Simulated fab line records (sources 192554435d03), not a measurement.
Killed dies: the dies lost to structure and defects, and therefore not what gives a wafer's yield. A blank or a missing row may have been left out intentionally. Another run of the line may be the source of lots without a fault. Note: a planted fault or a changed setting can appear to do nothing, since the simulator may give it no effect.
Split-lot trial + flow n5_finfet + 21 wafers read across 7 lots, on a route 1938 steps long

THE SPLIT ITSELF
At N5_BEOL_M15_TRENCH_ETCH_34 (etches SiO2 in C4F8/O2/Ar, target depth 872.93 nm, time 199 s), the setting time_s was moved away from the recipe's 199 s on 9 of the 21 wafers read, by -18.9% to +21.9%. All remaining wafers had this setting at the recipe value.

FROM THE SPLIT TO THE READING: what the file shows between them, 7 steps
- N5_BEOL_M15_STRIP_36: strips in O2
- N5_BEOL_M15_ECD_47: material Cu, target thk 1860 nm
- N5_BEOL_M15_ANNEAL_48: time 90 s
- N5_BEOL_M15_CMP_49: polishes, stops on SiO2, t overpolish 4.9 s, target thk 850 nm
- N5_BEOL_M15_THK_MEAS_50: measures by xrf
- N5_BEOL_M15_PRE_CLEAN_52: time 15 s
- N5_BEOL_M15_DEP_53: deposits SiCN from 3MS/NH3, target thk 50 nm, time 17.8 s

THE READING
M15_RS, in ohm/sq, at N5_BEOL_M15_RS_MEAS_54 (measures by four-point-probe). Typical for fault-free wafers on this fab line: 0.0214 ohm/sq, with standard deviation 0.00032 ohm/sq.

| wafer  | tool, chamber at the split | time_s as run, s | against the recipe | M15_RS, ohm/sq | against lot-mates on the recipe |
|--------|----------------------------|------------------|--------------------|----------------|---------------------------------|
| L075.1 | rie_diel-05, 0             | 199              | recipe             | 0.0213         | -                               |
| L075.2 | rie_diel-05, 3             | 199              | recipe             | 0.0218         | -                               |
| L075.4 | rie_diel-05, 2             | 164.7            | -17.2%             | 0.0265         | +0.0049                         |
| L084.4 | rie_diel-05, 1             | 237.2            | +19.2%             | 0.0177         | -0.0035                         |
| L084.5 | rie_diel-05, 1             | 237.2            | +19.2%             | 0.0178         | -0.0034                         |
| L084.6 | rie_diel-05, 2             | 199              | recipe             | 0.0212         | -                               |
| L085.1 | rie_diel-01, 3             | 199              | recipe             | 0.0218         | -                               |
| L085.3 | rie_diel-01, 1             | 235.2            | +18.2%             | 0.0181         | -0.0035                         |
| L085.4 | rie_diel-01, 1             | 199              | recipe             | 0.0214         | -                               |
| L090.1 | rie_diel-05, 3             | 242.6            | +21.9%             | 0.0174         | no lot-mate on the recipe       |
| L090.2 | rie_diel-05, 0             | 242.6            | +21.9%             | 0.0172         | no lot-mate on the recipe       |
| L090.3 | rie_diel-05, 2             | 242.6            | +21.9%             | 0.0173         | no lot-mate on the recipe       |
| L091.1 | rie_diel-02, 3             | 199              | recipe             | 0.0220         | -                               |
| L091.2 | rie_diel-02, 2             | 177.5            | -10.8%             | 0.0235         | +0.0018                         |
| L091.6 | rie_diel-02, 1             | 199              | recipe             | 0.0214         | -                               |
| L089.1 | rie_diel-02, 0             | 199              | recipe             | 0.0215         | -                               |
| L089.4 | rie_diel-02, 2             | 199              | recipe             | 0.0208         | -                               |
| L089.5 | rie_diel-02, 2             | 199              | recipe             | 0.0209         | -                               |
| L097.2 | rie_diel-05, 1             | 161.3            | -18.9%             | 0.0269         | +0.0055                         |
| L097.3 | rie_diel-05, 3             | 199              | recipe             | 0.0212         | -                               |
| L097.4 | rie_diel-05, 2             | 199              | recipe             | 0.0216         | -                               |

THE FIT
A straight line over all 21 wafers: M15_RS changes by -0.000215 ohm/sq for each +1% of time_s; r = -0.98; the points scatter about the line by 0.00055 ohm/sq.
The same after taking each lot's own level away (the mean of its wafers on the recipe; 18 wafers): -0.000221 ohm/sq for each +1%; r = -0.97; scatter 0.00055 ohm/sq.
Per that fit: largest time_s move, reading shift of 0.0048 ohm/sq.
Across the lots, their own levels run from 0.02107 to 0.02170 ohm/sq, a range of 2.0 times the standard deviation given above.
The two slopes agree, so the slope changes little with the lot-to-lot level.
Check: -0.0042 ohm/sq against its lot-mates is what the line predicts for one of the wafers moved furthest among these (+19.2%) when that wafer is left out of the fit. Against them it came out at -0.0035 ohm/sq.

ADDITIONAL SPLITS CARRIED BY THESE WAFERS
Other splits were also applied to these wafers ahead of the reading. Each is held against what the fit with the lots' levels taken away leaves over:
| other split on the same wafers | wafers away from the commonest value | r with M15_RS (lot level and that fit taken away) |
|--------------------------------|--------------------------------------|---------------------------------------------------|
| N5_BEOL_M15_EXPOSE_25 dose_mj  | 6                                    | +0.24                                             |

THE WHOLE CHAIN: every reading that the file lists as answering this split, in the file's order
| step                       | what it does                                                   | reading                                                                          | change (the file's fit)               | r (the file's) |
|----------------------------|----------------------------------------------------------------|----------------------------------------------------------------------------------|---------------------------------------|----------------|
| N5_BEOL_M15_TRENCH_ETCH_34 | etches SiO2 in C4F8/O2/Ar, target depth 872.93 nm, time 199 s  | etch.depth_nm (the simulator's own value, which no gauge read)                   | +8.74 nm for each +1% of the setting  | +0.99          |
| N5_BEOL_M15_TRENCH_ETCH_34 | etches SiO2 in C4F8/O2/Ar, target depth 872.93 nm, time 199 s  | coat_of_BEOL_M15_COAT_22.thk_nm (the simulator's own value, which no gauge read) | -1.72 nm for each +1% of the setting  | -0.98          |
| N5_BEOL_M15_CMP_49         | polishes, stops on SiO2, t overpolish 4.9 s, target thk 850 nm | Cu_of_BEOL_M15_ECD_47.thk_nm (the simulator's own value, which no gauge read)    | +8.73 nm for each +1% of the setting  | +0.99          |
| N5_BEOL_M15_THK_MEAS_50    | measures by xrf                                                | M15_THK                                                                          | +8.58 for each +1% of the setting     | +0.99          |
| N5_BEOL_M15_RS_MEAS_54     | measures by four-point-probe                                   | M15_RS                                                                           | -0.000231 for each +1% of the setting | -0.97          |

THE FILE'S OWN FIT
M15_RS changes by -0.000231 ohm/sq for each +1% of time_s, r = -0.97.
